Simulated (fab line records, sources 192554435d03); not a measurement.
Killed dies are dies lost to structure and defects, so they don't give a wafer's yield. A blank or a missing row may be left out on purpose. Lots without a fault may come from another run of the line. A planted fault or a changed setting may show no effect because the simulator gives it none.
fab line records | flow n5_finfet
record lots=23 wafers=69 last_day=18
route steps=1938 shown BEOL_M5@1152
lots that met no fault: from a run of the same line without faults
start_h: hours from the record's first day to the start of the lot's first wafer shown | wait_h: hours since the lot's step before | " the same as in the row above | L1.1+2: a row that stands for several wafers | - no value, or no start given | * or withheld: withheld | < > ~ a bound
route shown NAME@n: a module of which the file shows steps, and the number in the route of the first | usual: mean/standard deviation of fault-free wafers | same: alike in all rows | chamber/n: place in a boat | sites: the reading at each site | _std_site: their standard deviation | _edge_site: outer sites' mean less inner sites' | radius_mm: how far each site lies from the wafer's centre | mask NAME#n: copy n | behind: the tool/chamber that last shaped the wafer | hold: why the lot was held/for how many hours/how that ended | device: the transistor (n, p or np) that didn't switch | end of line: the same wafers' tests at the end of the route | a step without rows: its recipe alone | killed: dies lost to structure and defects at the first sort, not the wafer's yield | map: a wafer's dies, x killed, . not, _ none there
set.NAME: the setting as run; set.NAME@STEP: as run at that earlier step | model.NAME: the simulator's own value behind a step, which no gauge read
steps of the route over a sample of lots; a table a step, a row a wafer
services: from which hour (start_h, from the record's first day; less than 0 if before it) a tool's chamber was out of use, for how many hours, and why
## steps
# step N5_BEOL_M5_ETCH_75
# recipe chemistry=N2/H2 target=underlayer target_depth_a=65 mask_material=CAR-EUV time_s=5.2 ion_energy_ev=200 pressure_mtorr=30 source_w=840 bias_w=150 n2_flow_sccm=200 h2_flow_sccm=200 ends=cleared
# usual chamber_pressure_mTorr=30.00/0.038 drypump_motor_current_A=5.4/0.5 etch_rf_on_time_s=5.20/0.076 h2_flow_sccm=200.0/0.6 oes_product_au=0.63/0.048 rf_vpp_V=522.6/2.9 showerhead_plenum_p_Torr=2.49/0.096 throttle_valve_pct=17.88/0.2
# columns lot.wafer tool chamber start_h wait_h chamber_pressure_mTorr drypump_motor_current_A etch_rf_on_time_s h2_flow_sccm oes_product_au rf_hours_counter_h rf_vpp_V showerhead_plenum_p_Torr throttle_valve_pct
L074.1 rie_diel-01 1 171.55 0.0 29.98 4.7 5.11 199.4 0.61 187 527.1 2.63 18.04
L074.4 " 3 " " 30.01 5.8 5.14 200.1 0.61 232 523.2 2.52 18.05
L074.5 " 3 " " 30.03 5.7 5.08 200.3 0.61 - 521.9 2.52 18.05
L075.2 rie_diel-02 0 171.93 0.0 29.96 5.3 5.26 200.2 0.75 44 527.6 2.70 17.60
L075.3 " 2 " " 29.98 5.1 5.28 200.3 0.64 157 520.9 2.43 17.79
L075.6 " 3 " " 30.03 5.9 5.11 200.3 0.67 - 522.1 2.55 17.79
L076.2 rie_diel-01 0 187.13 0.0 29.94 5.4 5.18 201.2 0.68 109 519.9 2.35 17.61
L076.4 " 2 " " 30.05 6.3 5.27 199.4 0.61 160 521.7 2.53 17.67
L076.6 " 2 " " 30.04 6.3 5.26 200.5 0.62 - 525.6 2.53 17.73
L077.2 rie_diel-01 0 189.12 0.0 30.07 5.4 5.12 201.3 0.67 110 518.1 2.35 17.60
L077.3 " 3 " " 29.98 5.8 5.15 199.8 0.59 237 521.8 2.51 18.05
L077.5 " 1 " " 29.98 4.7 5.20 200.2 0.61 - 524.1 2.63 18.06
L078.2 rie_diel-06 0 192.99 0.0 30.06 5.5 5.31 199.3 0.63 161 523.1 2.54 18.26
L078.3 " 1 " " 30.03 4.9 5.15 200.5 0.65 148 519.3 2.44 17.84
L078.4 " 2 " " 29.98 5.0 5.23 200.8 0.63 158 522.1 2.44 17.84
L080.2 rie_diel-06 0 214.28 0.0 29.98 5.5 5.36 199.2 0.61 167 524.0 2.54 18.27
L080.3 " 2 " " 30.04 5.0 5.24 199.6 0.63 165 521.9 2.43 17.84
L080.4 " 3 " " 30.05 5.6 5.33 199.2 0.57 241 520.8 2.40 17.90
L081.3 rie_diel-01 0 216.70 0.0 29.97 5.4 5.13 199.7 0.67 119 516.8 2.35 17.65
L081.4 " 3 " " 30.00 5.7 5.12 200.4 0.59 246 521.6 2.51 18.12
L081.6 " 3 " " 29.98 5.7 5.15 200.0 0.59 - 522.0 2.51 18.08
L082.1 rie_diel-01 0 219.21 0.0 29.99 5.4 5.07 199.5 0.67 120 517.5 2.35 17.67
L082.5 " 2 " " 29.93 6.3 5.17 200.8 0.62 - 524.2 2.53 17.73
L082.6 " 3 " " 29.96 5.8 5.03 199.7 0.60 - 523.1 2.51 18.09
L083.2 rie_diel-06 3 219.36 0.0 29.99 5.6 5.31 199.3 0.57 242 520.0 2.40 17.93
L083.4 " 1 " " 29.98 5.0 5.22 199.6 0.65 155 521.0 2.44 17.85
L083.5 " 1 " " 29.97 4.9 5.15 200.0 0.65 - 520.1 2.44 17.82
L084.1 rie_diel-06 2 236.62 0.0 29.96 5.0 5.23 199.5 0.62 172 519.1 2.43 17.84
L084.5 " 3 " " 29.96 5.6 5.22 199.7 0.58 - 521.0 2.40 17.95
L084.6 " 2 " " 29.93 5.0 5.17 200.0 0.62 - 517.4 2.43 17.85
L086.1 rie_diel-06 0 249.55 0.0 29.98 5.5 5.32 199.3 0.61 177 525.5 2.53 18.29
L086.5 " 2 " " 30.06 5.0 5.19 199.9 0.62 - 522.0 2.43 17.85
L086.6 " 0 " " 30.00 5.5 5.30 200.5 0.60 - 523.7 2.53 18.30
L085.2 rie_diel-02 2 253.79 0.0 30.01 5.1 5.25 200.6 0.62 182 519.8 2.42 17.84
L085.3 " 1 " " 29.91 6.3 5.21 201.2 0.65 171 523.0 2.43 17.77
L085.4 " 3 " " 29.98 5.9 5.07 200.3 0.66 162 524.2 2.53 17.81
L089.1 rie_diel-06 2 255.81 0.0 29.99 5.0 5.23 199.2 0.62 179 522.3 2.43 17.89
L089.2 " 0 " " 29.94 5.5 5.30 199.3 0.61 181 524.2 2.53 18.29
L089.3 " 1 " " 29.92 4.9 5.14 201.6 0.64 168 520.9 2.43 17.87
L087.2 rie_diel-01 2 256.24 0.0 29.93 6.3 5.18 199.9 0.60 183 522.5 2.52 17.72
L087.4 " 0 " " 30.01 5.4 5.13 201.0 0.65 - 518.5 2.34 17.66
L087.6 " 2 " " 30.00 6.3 5.18 200.5 0.59 - 522.0 2.52 17.74
L088.1 rie_diel-02 0 263.46 0.0 29.97 5.3 5.26 199.8 0.71 71 524.5 2.69 17.63
L088.3 " 3 " " 30.07 5.9 5.21 201.2 0.65 166 524.4 2.53 17.81
L088.5 " 2 " " 29.97 5.1 5.27 199.1 0.62 - 520.3 2.42 17.87
L090.2 rie_diel-02 1 277.71 0.0 29.97 6.3 5.19 200.3 0.65 177 520.7 2.43 17.78
L090.3 " 0 " " 30.00 5.2 5.11 199.7 0.72 75 527.7 2.69 17.62
L090.4 " 3 " " 29.99 5.9 5.14 201.3 0.64 169 524.6 2.53 17.81
L091.2 rie_diel-06 3 283.92 0.0 30.04 5.6 5.19 200.1 0.82 4 530.1 2.72 17.52
L091.3 " 1 " " 29.94 4.9 5.22 200.3 0.63 178 521.9 2.43 17.87
L091.5 " 2 " " 29.99 5.0 5.18 200.8 0.60 - 521.4 2.42 17.90
L093.1 rie_diel-01 0 284.19 0.0 29.99 5.4 5.13 199.0 0.64 144 520.7 2.34 17.69
L093.2 " 1 " " 29.95 4.7 5.22 199.4 0.57 227 526.7 2.61 18.15
L093.5 " 2 " " 30.03 6.3 5.21 200.6 0.59 - 524.7 2.52 17.75
L092.2 rie_diel-06 1 288.27 0.0 30.00 5.0 5.18 199.9 0.63 179 519.4 2.43 17.88
L092.4 " 2 " " 29.97 5.0 5.14 200.3 0.61 190 518.0 2.42 17.89
L092.6 " 0 " " 29.95 5.5 5.32 201.0 0.60 - 521.9 2.53 18.31
L094.2 rie_diel-02 3 288.84 0.0 30.01 5.9 5.16 199.8 0.64 173 524.2 2.53 17.81
L094.3 " 0 " " 29.97 5.2 5.10 199.3 0.71 78 527.1 2.68 17.66
L094.4 " 2 " " 29.95 5.1 5.21 199.3 0.62 192 522.2 2.42 17.86
L097.2 rie_diel-06 0 308.22 0.0 29.94 5.5 5.41 200.5 0.60 197 522.7 2.53 18.33
L097.3 " 3 " " 30.05 5.6 5.19 199.4 0.80 10 528.1 2.71 17.54
L097.5 " 2 " " 29.97 5.0 5.23 199.2 0.62 - 520.8 2.42 17.89
L095.1 rie_diel-02 1 311.48 0.0 29.99 6.3 5.14 199.2 0.65 188 523.2 2.43 17.78
L095.3 " 3 " " 30.06 5.9 5.15 200.8 0.63 178 524.5 2.53 17.84
L095.5 " 1 " " 30.00 6.3 5.14 199.2 0.64 - 520.2 2.43 17.82
L096.1 rie_diel-01 1 314.79 0.0 30.03 4.7 5.23 200.4 0.58 238 526.0 2.61 18.13
L096.3 " 0 " " 29.91 5.4 5.09 200.0 0.64 155 520.1 2.33 17.70
L096.5 " 2 " " 30.03 6.4 5.23 200.6 0.59 - 523.4 2.51 17.75
# step N5_BEOL_M5_STRIP_36
# recipe chemistry=N2/H2 power_w=450 temp_c=40 pressure_mtorr=20 rf_frequency_hz=6e+07 overash_fraction=0.3 bias_power_w=7 h2_frac=0.5 n2_flow_sccm=200 h2_flow_sccm=200
# usual chamber_pressure_mTorr=20.00/0.03 drypump_motor_current_A=5.4/0.49 h2_flow_sccm=200.0/0.62 oes_product_au=0.74/0.057 rf_vpp_V=59.1/1.5 showerhead_plenum_p_Torr=2.49/0.096 throttle_valve_pct=23.67/0.23
# columns lot.wafer tool chamber start_h wait_h chamber_pressure_mTorr drypump_motor_current_A h2_flow_sccm oes_product_au rf_hours_counter_h rf_vpp_V showerhead_plenum_p_Torr throttle_valve_pct
L074.1 rie_diel-01 1 171.75 0.0 20.03 4.7 200.3 0.71 187 57.9 2.63 23.80
L074.4 " 3 " " 20.02 5.8 201.2 0.69 232 57.8 2.51 23.96
L074.5 " 3 " " 20.02 5.7 201.1 0.69 - 61.1 2.51 23.98
L075.2 rie_diel-02 0 172.12 0.0 20.00 5.3 199.4 0.89 44 59.6 2.69 23.47
L075.3 " 2 " " 20.04 5.0 200.7 0.75 157 58.8 2.43 23.63
L075.6 " 3 " " 20.02 5.9 201.3 0.78 - 58.6 2.54 23.52
L076.2 rie_diel-01 0 187.32 0.0 19.96 5.4 200.3 0.79 109 56.8 2.35 23.44
L076.4 " 2 " " 20.01 6.3 199.6 0.72 160 55.4 2.53 23.40
L076.6 " 2 " " 20.00 6.3 199.3 0.72 - 62.3 2.53 23.38
L077.2 rie_diel-01 0 189.31 0.0 20.02 5.4 200.5 0.78 110 56.4 2.35 23.44
L077.3 " 3 " " 20.04 5.7 199.4 0.70 237 58.5 2.51 23.97
L077.5 " 1 " " 20.05 4.7 198.9 0.71 - 58.8 2.62 23.80
L078.2 rie_diel-06 0 193.18 0.0 20.01 5.5 201.3 0.73 161 59.5 2.54 24.15
L078.3 " 1 " " 19.99 5.0 199.0 0.76 148 61.3 2.44 23.52
L078.4 " 2 " " 20.01 5.0 198.9 0.74 158 57.3 2.43 23.56
L080.2 rie_diel-06 0 214.48 0.0 20.04 5.6 200.3 0.72 167 59.7 2.53 24.19
L080.3 " 2 " " 20.00 5.0 200.0 0.73 165 57.8 2.43 23.59
L080.4 " 3 " " 20.04 5.6 200.0 0.66 241 59.5 2.40 23.78
L081.3 rie_diel-01 0 216.89 0.0 19.97 5.4 200.0 0.78 119 59.0 2.34 23.44
L081.4 " 3 " " 19.98 5.8 199.2 0.69 246 59.9 2.51 24.01
L081.6 " 3 " " 19.97 5.7 199.1 0.70 - 58.5 2.51 23.98
L082.1 rie_diel-01 0 219.41 0.0 19.96 5.4 199.8 0.77 120 59.9 2.34 23.48
L082.5 " 2 " " 20.04 6.3 199.8 0.73 - 60.3 2.52 23.44
L082.6 " 3 " " 19.99 5.8 200.7 0.70 - 59.9 2.51 24.00
L083.2 rie_diel-06 3 219.55 0.0 20.01 5.6 201.0 0.67 243 57.8 2.40 23.80
L083.4 " 1 " " 19.97 4.9 200.2 0.76 155 61.3 2.43 23.56
L083.5 " 1 " " 20.02 4.9 199.9 0.76 - 59.3 2.43 23.55
L084.1 rie_diel-06 2 236.81 0.0 20.06 5.0 199.4 0.72 172 59.3 2.43 23.57
L084.5 " 3 " " 19.99 5.6 200.1 0.67 - 59.3 2.40 23.78
L084.6 " 2 " " 20.00 5.0 199.6 0.74 - 58.5 2.43 23.59
L086.1 rie_diel-06 0 249.74 0.0 20.01 5.6 200.3 0.71 178 58.7 2.53 24.20
L086.5 " 2 " " 19.96 5.0 199.8 0.72 - 58.9 2.43 23.60
L086.6 " 0 " " 19.95 5.6 199.4 0.72 - 59.2 2.53 24.18
L085.2 rie_diel-02 2 253.98 0.0 20.01 5.1 200.0 0.73 182 57.3 2.42 23.66
L085.3 " 1 " " 19.96 6.3 198.5 0.75 171 58.2 2.43 23.57
L085.4 " 3 " " 20.02 5.9 200.3 0.74 162 60.7 2.53 23.56
L089.1 rie_diel-06 2 256.01 0.0 20.02 5.0 201.9 0.71 179 60.4 2.42 23.58
L089.2 " 0 " " 20.06 5.5 199.8 0.70 181 60.5 2.53 24.17
L089.3 " 1 " " 19.93 5.0 199.8 0.75 168 60.4 2.43 23.57
L087.2 rie_diel-01 2 256.43 0.0 20.05 6.3 199.3 0.72 183 57.4 2.52 23.45
L087.4 " 0 " " 20.03 5.4 200.2 0.75 - 58.7 2.34 23.50
L087.6 " 2 " " 20.00 6.3 199.9 0.71 - 58.4 2.52 23.44
L088.1 rie_diel-02 0 263.65 0.0 20.03 5.2 200.0 0.83 71 59.3 2.68 23.47
L088.3 " 3 " " 20.05 5.9 199.3 0.74 166 62.9 2.53 23.56
L088.5 " 2 " " 20.00 5.1 199.4 0.73 - 59.8 2.42 23.66
L090.2 rie_diel-02 1 277.90 0.0 20.01 6.3 199.9 0.75 177 57.6 2.43 23.54
L090.3 " 0 " " 20.01 5.2 200.1 0.84 75 59.3 2.68 23.49
L090.4 " 3 " " 20.04 5.9 199.9 0.74 169 62.5 2.53 23.56
L091.2 rie_diel-06 3 284.11 0.0 20.00 5.6 200.1 0.99 4 59.4 2.71 23.48
L091.3 " 1 " " 19.99 4.9 200.7 0.75 178 62.2 2.42 23.58
L091.5 " 2 " " 19.99 5.0 200.1 0.72 - 60.9 2.42 23.64
L093.1 rie_diel-01 0 284.38 0.0 20.03 5.4 200.0 0.74 144 58.6 2.33 23.49
L093.2 " 1 " " 20.01 4.7 200.3 0.68 227 60.2 2.61 23.86
L093.5 " 2 " " 20.00 6.3 200.0 0.69 - 58.1 2.51 23.47
L092.2 rie_diel-06 1 288.46 0.0 19.98 5.0 200.1 0.73 179 61.1 2.42 23.60
L092.4 " 2 " " 19.97 5.0 199.6 0.72 190 54.9 2.42 23.62
L092.6 " 0 " " 19.98 5.5 200.2 0.71 - 59.5 2.52 24.22
L094.2 rie_diel-02 3 289.03 0.0 20.02 5.9 200.0 0.73 173 59.6 2.53 23.55
L094.3 " 0 " " 20.00 5.3 200.4 0.83 78 58.5 2.68 23.52
L094.4 " 2 " " 20.03 5.1 199.1 0.71 192 55.2 2.41 23.68
L097.2 rie_diel-06 0 308.42 0.0 19.98 5.5 200.6 0.70 197 59.6 2.52 24.22
L097.3 " 3 " " 20.00 5.6 200.2 0.96 10 60.4 2.71 23.50
L097.5 " 2 " " 19.99 5.0 199.6 0.71 - 58.7 2.42 23.64
L095.1 rie_diel-02 1 311.67 0.0 19.99 6.3 199.7 0.73 188 57.9 2.42 23.57
L095.3 " 3 " " 20.00 5.9 200.0 0.73 178 57.2 2.52 23.58
L095.5 " 1 " " 19.97 6.3 200.0 0.74 - 55.7 2.42 23.59
L096.1 rie_diel-01 1 314.98 0.0 19.97 4.7 199.0 0.67 238 56.8 2.60 23.86
L096.3 " 0 " " 19.94 5.4 199.7 0.75 155 59.1 2.33 23.52
L096.5 " 2 " " 20.03 6.3 199.5 0.69 - 61.5 2.51 23.48
# step N5_BEOL_M5_CD_MEAS_35
# recipe target_cd_nm=28 target_cd_y_nm=24 polarity=opening
# usual cd_nm=27.9/0.33
# columns lot.wafer tool chamber start_h wait_h cd_nm
L074.1 cd_sem-02 - 172.09 0.0 27.3
L074.4 " - " " 28.0
L074.5 " - " " 27.6
L075.2 cd_sem-03 - 172.47 0.0 28.0
L075.3 " - " " 28.0
L075.6 " - " " 27.9
L076.2 cd_sem-03 - 187.68 0.0 27.8
L076.4 " - " " 28.0
L076.6 " - " " 28.1
L077.2 cd_sem-03 - 189.68 0.0 27.9
L077.3 " - " " 27.3
L077.5 " - " " 27.4
L078.2 cd_sem-01 - 193.53 0.0 28.0
L078.3 " - " " 27.7
L078.4 " - " " 28.1
L080.2 cd_sem-02 - 214.84 0.0 27.7
L080.3 " - " " 28.3
L080.4 " - " " 28.3
L081.3 cd_sem-03 - 217.33 0.0 27.5
L081.4 " - " " 27.8
L081.6 " - " " 27.8
L082.1 cd_sem-01 - 219.76 0.0 28.1
L082.5 " - " " 27.9
L082.6 " - " " 28.1
L083.2 cd_sem-01 - 219.99 0.0 28.5
L083.4 " - " " 28.4
L083.5 " - " " 28.2
L084.1 cd_sem-03 - 237.16 0.0 27.5
L084.5 " - " " 27.2
L084.6 " - " " 27.3
L086.1 cd_sem-01 - 250.10 0.0 28.0
L086.5 " - " " 27.8
L086.6 " - " " 27.6
L085.2 cd_sem-03 - 254.33 0.0 27.9
L085.3 " - " " 27.4
L085.4 " - " " 27.4
L089.1 cd_sem-01 - 256.35 0.0 27.1
L089.2 " - " " 27.5
L089.3 " - " " 27.7
L087.2 cd_sem-01 - 256.78 0.0 28.2
L087.4 " - " " 28.2
L087.6 " - " " 28.3
L088.1 cd_sem-01 - 264.01 0.0 27.9
L088.3 " - " " 28.2
L088.5 " - " " 28.0
L090.2 cd_sem-03 - 278.26 0.0 27.8
L090.3 " - " " 28.3
L090.4 " - " " 28.1
L091.2 cd_sem-02 - 284.46 0.0 27.9
L091.3 " - " " 28.3
L091.5 " - " " 28.2
L093.1 cd_sem-01 - 284.75 0.0 28.4
L093.2 " - " " 28.0
L093.5 " - " " 28.1
L092.2 cd_sem-03 - 288.81 0.0 27.7
L092.4 " - " " 27.4
L092.6 " - " " 27.7
L094.2 cd_sem-03 - 289.39 0.0 27.5
L094.3 " - " " 27.5
L094.4 " - " " 27.6
L097.2 cd_sem-03 - 308.76 0.0 28.0
L097.3 " - " " 27.5
L097.5 " - " " 27.7
L095.1 cd_sem-01 - 312.02 0.0 28.3
L095.3 " - " " 28.3
L095.5 " - " " 28.4
L096.1 cd_sem-03 - 315.33 0.0 28.4
L096.3 " - " " 27.9
L096.5 " - " " 28.0
# step N5_BEOL_M5_CURE_80
# recipe temp_c=370 time_s=120 ambient=DMADMS/He material=SiCOH_lowk
# usual lamp_power_pct=52.31/0.053 wafer_temp_C_max=371.3/0.38
# columns lot.wafer tool chamber start_h wait_h lamp_power_pct wafer_temp_C_max
L074.1 uv_cure-03 1 172.13 0.0 52.26 371.2
L074.4 " 1 " " 52.25 371.3
L074.5 " 1 " " 52.27 371.7
L075.2 uv_cure-02 2 172.82 0.3 52.31 370.9
L075.3 " 2 " " 52.32 370.9
L075.6 " 2 " " 52.26 371.1
L076.2 uv_cure-02 0 187.77 0.1 52.36 372.1
L076.4 " 0 " " 52.34 371.3
L076.6 " 0 " " 52.29 371.3
L077.2 uv_cure-01 1 189.86 0.2 52.45 371.4
L077.3 " 1 " " 52.35 371.2
L077.5 " 1 " " 52.24 370.9
L078.2 uv_cure-01 0 193.62 0.1 52.33 371.1
L078.3 " 0 " " 52.34 371.0
L078.4 " 0 " " 52.23 371.4
L080.2 uv_cure-03 2 214.98 0.1 52.23 371.9
L080.3 " 2 " " 52.25 371.7
L080.4 " 2 " " 52.34 371.3
L081.3 uv_cure-01 2 218.24 0.9 52.31 371.0
L081.4 " 2 " " 52.26 371.0
L081.6 " 2 " " 52.27 371.3
L082.1 uv_cure-01 1 219.80 0.0 52.39 370.9
L082.5 " 1 " " 52.39 370.9
L082.6 " 1 " " 52.32 371.2
L083.2 uv_cure-01 2 220.15 0.2 52.29 371.5
L083.4 " 2 " " 52.26 371.8
L083.5 " 2 " " 52.25 371.6
L084.1 uv_cure-03 2 237.20 0.0 52.22 371.6
L084.5 " 2 " " 52.29 372.1
L084.6 " 2 " " 52.32 371.6
L086.1 uv_cure-01 2 250.14 0.0 52.32 371.3
L086.5 " 2 " " 52.25 371.2
L086.6 " 2 " " 52.31 371.3
L085.2 uv_cure-01 0 254.42 0.1 52.29 371.3
L085.3 " 0 " " 52.22 371.2
L085.4 " 0 " " 52.33 371.4
L089.1 uv_cure-02 0 256.54 0.2 52.24 371.0
L089.2 " 0 " " 52.37 371.4
L089.3 " 0 " " 52.32 370.8
L087.2 uv_cure-02 0 256.89 0.1 52.35 371.9
L087.4 " 0 " " 52.49 371.5
L087.6 " 0 " " 52.44 370.9
L088.1 uv_cure-01 2 264.17 0.2 52.33 371.2
L088.3 " 2 " " 52.35 371.4
L088.5 " 2 " " 52.29 370.8
L090.2 uv_cure-01 2 278.35 0.1 52.34 371.5
L090.3 " 2 " " 52.31 371.2
L090.4 " 2 " " 52.34 371.2
L091.2 uv_cure-02 1 284.55 0.1 52.33 371.2
L091.3 " 1 " " 52.31 371.0
L091.5 " 1 " " 52.33 370.8
L093.1 uv_cure-01 2 284.79 0.0 52.27 371.5
L093.2 " 2 " " 52.32 371.4
L093.5 " 2 " " 52.31 371.6
L092.2 uv_cure-03 2 288.95 0.1 52.32 371.6
L092.4 " 2 " " 52.30 372.1
L092.6 " 2 " " 52.28 372.1
L094.2 uv_cure-03 2 289.55 0.2 52.29 371.7
L094.3 " 2 " " 52.33 372.2
L094.4 " 2 " " 52.36 371.9
L097.2 uv_cure-01 2 308.85 0.1 52.36 371.0
L097.3 " 2 " " 52.28 371.2
L097.5 " 2 " " 52.34 371.2
L095.1 uv_cure-01 0 312.06 0.0 52.33 371.2
L095.3 " 0 " " 52.39 371.3
L095.5 " 0 " " 52.20 371.6
L096.1 uv_cure-01 0 315.37 0.0 52.31 371.0
L096.3 " 0 " " 52.24 371.0
L096.5 " 0 " " 52.38 371.2
# step N5_BEOL_M5_ALD_86
# recipe material=TaN target_thk_a=* temp_c=275 ald_precursor_family=PDMAT ald_co_reactant=NH3 pressure_torr=3 carrier_flow_sccm=1500 pulse_time_s=2 purge_time_s=3 co_reactant_purge_time_s=2 co_reactant_pulse_time_s=3 ald_cycles=30 precursor_vessel_temp_c=75 precursor_vessel_pressure_torr=26.25 precursor_vessel_carrier_sccm=1000
# usual heater_power_w=417/31 precursor_vessel_pressure_torr=26.25/0.053
# columns lot.wafer tool chamber start_h wait_h heater_power_w precursor_vessel_pressure_torr since_wet_clean_h
L074.1 ald_metal-02 2 173.62 0.1 374 26.32 1375
L074.4 " 3 " " 430 26.29 1375
L074.5 " 3 " " 460 26.26 -
L075.2 ald_metal-03 3 173.62 0.1 395 26.29 5990
L075.3 " 2 " " 393 26.22 5990
L075.6 " 1 " " 500 26.21 -
L076.2 ald_metal-03 2 188.14 0.0 387 26.27 6005
L076.4 " 0 " " 402 26.35 6005
L076.6 " 1 " " 489 26.32 -
L077.2 ald_metal-02 1 190.26 0.0 431 26.26 1392
L077.3 " 3 " " 441 26.24 1392
L077.5 " 1 " " 407 26.28 -
L078.2 ald_metal-02 2 194.11 0.1 400 26.35 1395
L078.3 " 1 " " 421 26.24 1395
L078.4 " 0 " " 406 26.22 1395
L080.2 ald_metal-03 0 216.75 0.0 393 26.21 6034
L080.3 " 1 " " 512 26.20 6034
L080.4 " 2 " " 386 26.23 6034
L081.3 ald_metal-02 1 218.64 0.1 419 26.23 1420
L081.4 " 0 " " 419 26.19 1420
L081.6 " 2 " " 396 26.26 -
L082.1 ald_metal-04 3 221.93 0.1 387 26.20 4500
L082.5 " 2 " " 388 26.40 -
L082.6 " 1 " " 430 26.18 -
L083.2 ald_metal-02 1 222.21 0.3 422 26.24 1424
L083.4 " 0 " " 400 26.27 -
L083.5 " 3 " " 440 26.23 -
L084.1 ald_metal-02 3 237.77 0.0 444 26.22 1439
L084.5 " 0 " " 412 26.28 -
L084.6 " 3 " " 448 26.22 -
L086.1 ald_metal-02 3 250.62 0.0 450 26.16 1452
L086.5 " 3 " " 438 26.22 -
L086.6 " 2 " " 386 26.30 -
L085.2 ald_metal-04 0 255.04 0.1 425 26.20 4533
L085.3 " 3 " " 379 26.21 4533
L085.4 " 2 " " 387 26.25 4533
L089.1 ald_metal-04 1 258.00 0.1 435 26.26 4536
L089.2 " 3 " " 381 26.15 4536
L089.3 " 0 " " 442 26.28 4536
L087.2 ald_metal-04 0 258.52 0.2 431 26.21 4537
L087.4 " 1 " " 425 26.28 4537
L087.6 " 2 " " 396 26.25 -
L088.1 ald_metal-04 1 264.76 0.1 431 26.26 4543
L088.3 " 0 " " 426 26.29 4543
L088.5 " 1 " " 450 26.35 -
L090.2 ald_metal-03 0 279.59 0.1 383 26.32 6096
L090.3 " 1 " " 485 26.26 6096
L090.4 " 2 " " 391 26.29 6096
L091.2 ald_metal-02 3 284.98 0.1 442 26.14 1486
L091.3 " 2 " " 388 26.19 1486
L091.5 " 1 " " 434 26.28 -
L093.1 ald_metal-04 0 285.36 0.0 439 26.39 4564
L093.2 " 1 " " 436 26.29 4564
L093.5 " 0 " " 432 26.35 -
L092.2 ald_metal-03 1 289.74 0.2 502 26.23 6107
L092.4 " 2 " " 383 26.23 6107
L092.6 " 3 " " 401 26.13 -
L094.2 ald_metal-02 3 290.38 0.1 442 26.23 1492
L094.3 " 0 " " 410 26.28 1492
L094.4 " 1 " " 419 26.24 1492
L097.2 ald_metal-02 1 309.57 0.1 421 26.30 1511
L097.3 " 3 " " 448 26.26 1511
L097.5 " 0 " " 407 26.19 -
L095.1 ald_metal-02 0 313.37 0.2 404 26.15 1515
L095.3 " 2 " " 388 26.21 1515
L095.5 " 1 " " 426 26.20 -
L096.1 ald_metal-03 0 316.03 0.3 413 26.27 6133
L096.3 " 1 " " 507 26.23 6133
L096.5 " 1 " " 505 26.19 -
# step N5_BEOL_M5_SURFACE_TREAT_87
# recipe gas=Ar time_s=* ion_energy_ev=* ion_current_ma_cm2=0.5 pressure_mtorr=* ar_flow_sccm=30
# usual throttle_valve_pct=*
# columns lot.wafer tool chamber start_h wait_h throttle_valve_pct
L074.1 pvd_sputter-01 - 174.15 0.4 *
L074.4 " - " " *
L074.5 " - " " *
L075.2 pvd_sputter-01 - 174.19 0.5 *
L075.3 " - " " *
L075.6 " - " " *
L076.2 pvd_sputter-01 - 188.38 0.1 *
L076.4 " - " " *
L076.6 " - " " *
L077.2 pvd_sputter-03 - 190.55 0.2 *
L077.3 " - " " *
L077.5 " - " " *
L078.2 pvd_sputter-01 - 194.35 0.1 *
L078.3 " - " " *
L078.4 " - " " *
L080.2 pvd_sputter-03 - 216.99 0.1 *
L080.3 " - " " *
L080.4 " - " " *
L081.3 pvd_sputter-03 - 218.92 0.2 *
L081.4 " - " " *
L081.6 " - " " *
L082.1 pvd_sputter-02 - 222.17 0.1 *
L082.5 " - " " *
L082.6 " - " " *
L083.2 pvd_sputter-02 - 222.53 0.2 *
L083.4 " - " " *
L083.5 " - " " *
L084.1 pvd_sputter-01 - 238.02 0.2 *
L084.5 " - " " *
L084.6 " - " " *
L086.1 pvd_sputter-01 - 250.92 0.2 *
L086.5 " - " " *
L086.6 " - " " *
L085.2 pvd_sputter-02 - 255.29 0.2 *
L085.3 " - " " *
L085.4 " - " " *
L089.1 pvd_sputter-02 - 258.23 0.1 *
L089.2 " - " " *
L089.3 " - " " *
L087.2 pvd_sputter-02 - 258.85 0.2 *
L087.4 " - " " *
L087.6 " - " " *
L088.1 pvd_sputter-03 - 265.14 0.3 *
L088.3 " - " " *
L088.5 " - " " *
L090.2 pvd_sputter-03 - 279.84 0.1 *
L090.3 " - " " *
L090.4 " - " " *
L091.2 pvd_sputter-01 - 285.24 0.2 *
L091.3 " - " " *
L091.5 " - " " *
L093.1 pvd_sputter-01 - 285.62 0.2 *
L093.2 " - " " *
L093.5 " - " " *
L092.2 pvd_sputter-01 - 290.14 0.3 *
L092.4 " - " " *
L092.6 " - " " *
L094.2 pvd_sputter-03 - 291.05 0.6 *
L094.3 " - " " *
L094.4 " - " " *
L097.2 pvd_sputter-03 - 309.87 0.2 *
L097.3 " - " " *
L097.5 " - " " *
L095.1 pvd_sputter-01 - 313.64 0.2 *
L095.3 " - " " *
L095.5 " - " " *
L096.1 pvd_sputter-01 - 316.70 0.6 *
L096.3 " - " " *
L096.5 " - " " *
## services
# columns tool chamber start_h hours kind
ald_metal-02 - 148.37 1.7 repair
uv_cure-01 - 158.51 1.5 repair
uv_cure-01 - 160.61 7.5 pm
rie_diel-06 0 161.86 8.2 repair
uv_cure-03 - 207.57 2.1 pm
uv_cure-02 - 215.20 9.5 repair
ald_metal-04 - 219.47 1.0 repair
ald_metal-02 2 219.82 18.5 repair
rie_diel-01 2 235.65 2.4 repair
rie_diel-01 3 236.99 5.4 repair
rie_diel-01 3 242.70 - clean
rie_diel-01 3 242.70 - consumable_replace:esc
rie_diel-06 3 247.21 - clean
rie_diel-06 3 247.21 - consumable_replace:focus_ring
rie_diel-06 3 247.21 - consumable_replace:showerhead
rie_diel-06 3 247.21 23.3 scheduled_down
rie_diel-06 3 247.21 23.3 vent_cycle
rie_diel-01 0 277.94 1.8 repair
rie_diel-01 3 279.67 7.2 repair
pvd_sputter-01 - 281.97 1.4 repair
uv_cure-01 - 285.16 4.7 repair
rie_diel-02 3 292.71 8.2 repair
uv_cure-03 - 302.98 7.5 pm
rie_diel-02 2 316.58 4.0 repair
## key
fault none
